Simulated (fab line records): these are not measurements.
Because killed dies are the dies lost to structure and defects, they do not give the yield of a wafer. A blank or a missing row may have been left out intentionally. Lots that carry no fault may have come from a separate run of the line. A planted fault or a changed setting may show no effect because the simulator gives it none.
Chamber matching	flow n5Finfet	4 sister chambers for N5_STI_FIN_REVEAL_STRIP_24 on rieDiel-04
The step strips in N2/H2, time 90 s. 4 wafers are shown with their chamber, then 9 later ones without.

== WAFERS PAIRED WITH THEIR CHAMBERS ==
wafer	chamber	drypumpMotorCurrentA (A)
L090.6	3	5.5
L091.2	2	5.2
L091.5	1	5.5
L091.6	0	6.2

== WAFERS WHOSE CHAMBER IS MISSING ==
wafer	drypumpMotorCurrentA (A)
L095.1	5.5
L095.2	5.5
L095.4	5.2
L096.2	5.5
L096.4	6.3
L096.5	5.1
L097.1	5.2
L097.2	5.5
L097.5	5.2

== WHICH CHAMBER EACH ONE RAN IN ==
wafer	from the rows above	in truth
L095.1	can't be placed: 1 or 3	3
L095.2	can't be placed: 1 or 3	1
L095.4	2	2
L096.2	can't be placed: 1 or 3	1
L096.4	0	0
L096.5	2	2
L097.1	2	2
L097.2	can't be placed: 1 or 3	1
L097.5	2	2
Placed correctly: 5 of 9. Not placeable from these rows: 4 (in 4, the candidates include the true chamber). 0 placed wrongly.
How it was worked out, from the rows above alone: a wafer's distance from a chamber is the root of the sum, over the readings, of the square of ((its reading less the chamber's mean) divided by the reading's scatter). If the next closest chamber is less than 2 further off than the closest, the wafer can't be placed; otherwise it belongs to the closest. The mean given for a chamber averages the wafers shown for that chamber. The scatter (one wafer shown for each chamber): square how far every hidden wafer sits from the nearest shown wafer, average those squares and take the square root.
